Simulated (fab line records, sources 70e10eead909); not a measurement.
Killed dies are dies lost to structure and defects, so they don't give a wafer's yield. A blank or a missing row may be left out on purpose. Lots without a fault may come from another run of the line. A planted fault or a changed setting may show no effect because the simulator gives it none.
Which tool did it? | flow nand_harc | 13 lots, 36 wafers sampled, at 4 steps of a route of 1159

WHAT THE GAUGES READ, wafer by wafer
The record holds no reading of a measuring or inspecting step that can be judged against a usual standard deviation.

WHICH TOOL RAN EACH LOT (tool, then ch and the chambers of the sampled wafers, then the start)
lot  | NHARC_A_CONTACT_ETCH_48            | NHARC_A_CONTACT_ETCH_49                       | NHARC_A_CONTACT_ETCH_111             | NHARC_A_CONTACT_ETCH_118
L501 | rie_diel-12 ch 1,3, day 16 15:07   | rie_diel-12 ch 0,1,2, day 16 16:20 or earlier | har_cap_etch-01 ch 0,1, day 16 16:20 | har_cap_etch-01 ch 0,1, day 16 17:03
L500 | rie_diel-05 ch 2,3, day 16 15:53   | rie_diel-05 ch 1,3, day 16 17:34 or earlier   | har_cap_etch-03 ch 1, day 16 17:34   | har_cap_etch-03 ch 1, day 16 18:18
L504 | rie_diel-12 ch 0,1,3, day 16 19:07 | rie_diel-12 ch 0,1,3, day 16 20:26 or earlier | har_cap_etch-02 ch 0,1, day 16 20:26 | har_cap_etch-02 ch 0,1, day 16 21:10
L502 | rie_diel-05 ch 1,2,3, day 17 06:58 | rie_diel-05 ch 0,1,2, day 17 08:19 or earlier | har_cap_etch-02 ch 0,1, day 17 08:19 | har_cap_etch-02 ch 0,1, day 17 09:03
L508 | rie_diel-12 ch 1,2, day 18 17:23   | rie_diel-12 ch 1,3, day 18 18:35 or earlier   | har_cap_etch-01 ch 1, day 18 18:35   | har_cap_etch-01 ch 1, day 18 19:19
L511 | rie_diel-12 ch 2,3, day 19 10:25   | rie_diel-12 ch 0,2, day 19 11:58 or earlier   | har_cap_etch-02 ch 1, day 19 11:58   | har_cap_etch-02 ch 1, day 19 12:41
L512 | rie_diel-12 ch 0,2, day 19 13:00   | rie_diel-12 ch 0,3, day 19 14:28 or earlier   | har_cap_etch-03 ch 0,1, day 19 14:28 | har_cap_etch-03 ch 0,1, day 19 15:13
L515 | rie_diel-05 ch 1,3, day 19 23:35   | rie_diel-05 ch 1,2,3, day 20 01:25 or earlier | har_cap_etch-02 ch 0,1, day 20 01:25 | har_cap_etch-02 ch 0,1, day 20 02:07
L517 | rie_diel-05 ch 0,1,2, day 20 07:05 | rie_diel-05 ch 0,2, day 20 08:22 or earlier   | har_cap_etch-03 ch 0,1, day 20 08:22 | har_cap_etch-03 ch 0,1, day 20 09:06
L520 | rie_diel-05 ch 0,3, day 20 23:02   | rie_diel-05 ch 1,3, day 21 00:15 or earlier   | har_cap_etch-03 ch 0,1, day 21 00:15 | har_cap_etch-03 ch 0,1, day 21 00:59
L518 | rie_diel-08 ch 0,2,3, day 20 23:13 | rie_diel-08 ch 1,2, day 21 00:35 or earlier   | har_cap_etch-01 ch 0,1, day 21 00:35 | har_cap_etch-01 ch 0,1, day 21 01:19
L522 | rie_diel-08 ch 0,1,2, day 21 10:54 | rie_diel-08 ch 0,1,3, day 21 12:04 or earlier | har_cap_etch-02 ch 0,1, day 21 12:04 | har_cap_etch-02 ch 0,1, day 21 12:49
L523 | rie_diel-12 ch 0,3, day 22 05:02   | rie_diel-12 ch 0,1, day 22 06:15 or earlier   | har_cap_etch-03 ch 0,1, day 22 06:15 | har_cap_etch-03 ch 0,1, day 22 06:59
- NHARC_A_CONTACT_ETCH_48: etches the open film in CF4, target depth 39 nm, time 65 s.
- NHARC_A_CONTACT_ETCH_49: etches the open film in N2/H2, target depth 260 nm, time 475.3 s.
- NHARC_A_CONTACT_ETCH_111: etches the open film in C4F8/O2/Ar, time 140 s, target depth 700 nm.
- NHARC_A_CONTACT_ETCH_118: etches the open film in C4F8/O2/Ar, time 94 s, target depth 922 nm.

WHAT THE TOOLS THEMSELVES READ (means of the sampled wafers that have a number; where no wafer has one, the mark that the record gives instead)
NHARC_A_CONTACT_ETCH_48. Usual: drypump_motor_current_A 6.0 A, standard deviation 0.51; oes_product_au 1.000 a.u., standard deviation 0.013; rf_vpp_V 150.9 V, standard deviation 1.3; run_length_s 86.48 s, standard deviation 0.3; showerhead_plenum_p_Torr 1.74 Torr, standard deviation 0.078; throttle_valve_pct 13.283 %, standard deviation 0.009.
lot  | tool        | drypump_motor_current_A (A) | oes_product_au (a.u.) | rf_vpp_V (V) | run_length_s (s) | showerhead_plenum_p_Torr (Torr) | throttle_valve_pct (%) | flag
L501 | rie_diel-12 | 6.2                         | 1.018                 | 149.8        | 86.33            | 1.68                            | 13.289                 |
L500 | rie_diel-05 | 5.8                         | 1.000                 | 153.0        | 86.36            | 1.83                            | 13.272                 |
L504 | rie_diel-12 | 6.3                         | 1.018                 | 150.7        | 86.36            | 1.71                            | 13.277                 |
L502 | rie_diel-05 | 5.7                         | 1.005                 | 150.7        | 86.57            | 1.77                            | 13.284                 |
L508 | rie_diel-12 | 5.7                         | 0.986                 | 151.1        | 77.55            | 1.75                            | 13.279                 | OFF
L511 | rie_diel-12 | 5.8                         | 0.997                 | 149.1        | 77.65            | 1.71                            | 13.267                 | OFF
L512 | rie_diel-12 | 6.0                         | 0.998                 | 150.3        | 69.06            | 1.75                            | 13.284                 | OFF
L515 | rie_diel-05 | 5.6                         | 1.014                 | 150.1        | 86.39            | 1.69                            | 13.275                 |
L517 | rie_diel-05 | 6.1                         | 1.007                 | 150.5        | 86.57            | 1.74                            | 13.289                 |
L520 | rie_diel-05 | 5.2                         | 0.993                 | 149.2        | 86.43            | 1.68                            | 13.280                 |
L518 | rie_diel-08 | 5.9                         | 0.993                 | 151.4        | 86.25            | 1.75                            | 13.277                 |
L522 | rie_diel-08 | 6.1                         | 0.992                 | 151.1        | 86.54            | 1.82                            | 13.274                 |
L523 | rie_diel-12 | 6.5                         | 0.990                 | 150.3        | 86.76            | 1.71                            | 13.287                 |

NHARC_A_CONTACT_ETCH_49. Usual: drypump_motor_current_A 6.0 A, standard deviation 0.49; oes_product_au 1.000 a.u., standard deviation 0.012; rf_vpp_V 429.3 V, standard deviation 2.7; run_length_s 496.8 s, standard deviation 0.31; showerhead_plenum_p_Torr 2.00 Torr, standard deviation 0.097; throttle_valve_pct 14.171 %, standard deviation 0.0095.
lot  | tool        | drypump_motor_current_A (A) | oes_product_au (a.u.) | rf_vpp_V (V) | run_length_s (s) | showerhead_plenum_p_Torr (Torr) | throttle_valve_pct (%) | flag
L501 | rie_diel-12 | 6.0                         | 0.996                 | 429.8        | 496.8            | 2.02                            | 14.168                 |
L500 | rie_diel-05 | 5.6                         | 1.016                 | 428.1        | 496.9            | 1.96                            | 14.179                 |
L504 | rie_diel-12 | 6.3                         | 1.012                 | 428.6        | 496.8            | 1.97                            | 14.168                 |
L502 | rie_diel-05 | 6.1                         | 1.002                 | 429.8        | 496.9            | 2.01                            | 14.170                 |
L508 | rie_diel-12 | 6.2                         | 0.998                 | 427.6        | 496.9            | 1.94                            | 14.161                 |
L511 | rie_diel-12 | 6.0                         | 0.990                 | 431.0        | 497.2            | 2.02                            | 14.156                 |
L512 | rie_diel-12 | 6.4                         | 1.011                 | 428.4        | 496.6            | 1.95                            | 14.168                 |
L515 | rie_diel-05 | 5.7                         | 1.005                 | 430.4        | 496.6            | 2.03                            | 14.168                 |
L517 | rie_diel-05 | 6.1                         | 1.004                 | 429.0        | 496.6            | 1.99                            | 14.176                 |
L520 | rie_diel-05 | 5.2                         | 1.000                 | 428.0        | 496.9            | 1.95                            | 14.173                 |
L518 | rie_diel-08 | 6.2                         | 1.006                 | 431.2        | 496.6            | 2.09                            | 14.178                 |
L522 | rie_diel-08 | 6.1                         | 0.987                 | 429.8        | 496.5            | 2.03                            | 14.172                 |
L523 | rie_diel-12 | 6.2                         | 1.004                 | 429.1        | 496.7            | 1.99                            | 14.168                 |

NHARC_A_CONTACT_ETCH_111. Usual: oes_air_line_au 1.000 a.u., standard deviation 0.023; run_length_s 141.6 s, standard deviation 0.32.
lot  | tool            | oes_air_line_au (a.u.) | run_length_s (s) | flag
L501 | har_cap_etch-01 | 0.986                  | 141.7            |
L500 | har_cap_etch-03 | 1.000                  | 142.0            |
L504 | har_cap_etch-02 | 0.987                  | 141.7            |
L502 | har_cap_etch-02 | 0.994                  | 141.6            |
L508 | har_cap_etch-01 | 1.000                  | 141.7            |
L511 | har_cap_etch-02 | 0.973                  | 142.1            |
L512 | har_cap_etch-03 | 1.026                  | 141.7            |
L515 | har_cap_etch-02 | 1.010                  | 141.7            |
L517 | har_cap_etch-03 | 0.988                  | 141.4            |
L520 | har_cap_etch-03 | 1.020                  | 141.5            |
L518 | har_cap_etch-01 | 1.024                  | 141.7            |
L522 | har_cap_etch-02 | 0.988                  | 141.7            |
L523 | har_cap_etch-03 | 1.003                  | 141.4            |

NHARC_A_CONTACT_ETCH_118. Usual: oes_air_line_au 1.001 a.u., standard deviation 0.02.
lot  | tool            | oes_air_line_au (a.u.) | flag
L501 | har_cap_etch-01 | 1.019                  |
L500 | har_cap_etch-03 | 1.004                  |
L504 | har_cap_etch-02 | 1.001                  |
L502 | har_cap_etch-02 | 0.992                  |
L508 | har_cap_etch-01 | 0.984                  |
L511 | har_cap_etch-02 | 1.034                  |
L512 | har_cap_etch-03 | 1.009                  |
L515 | har_cap_etch-02 | 1.001                  |
L517 | har_cap_etch-03 | 1.007                  |
L520 | har_cap_etch-03 | 0.998                  |
L518 | har_cap_etch-01 | 0.996                  |
L522 | har_cap_etch-02 | 0.994                  |
L523 | har_cap_etch-03 | 0.995                  |

THE ANSWER, worked out from the rows above alone
Rule: a lot is off if the mean of its wafers that have a number lies more than 3 standard deviations from the usual mean. A lot without any number at a reading at which 4 lots or more have one is off too. The other lots that the step has rows for count as sound. The gauges are gone through in route order, then the tools' own readings, and for those a lot's mean is taken as printed above. The first step at which some lot is off is used, and at that step the reading that is off furthest; a lot without a number counts as furthest.
Off: L508, L511, L512, at NHARC_A_CONTACT_ETCH_48 (run_length_s).
A tool fits if, at that step or a process step before it, it ran every lot that is off, and no sound lot after the first of them. None of those tried fits.

WHAT THE SIMULATOR HAD PUT IN
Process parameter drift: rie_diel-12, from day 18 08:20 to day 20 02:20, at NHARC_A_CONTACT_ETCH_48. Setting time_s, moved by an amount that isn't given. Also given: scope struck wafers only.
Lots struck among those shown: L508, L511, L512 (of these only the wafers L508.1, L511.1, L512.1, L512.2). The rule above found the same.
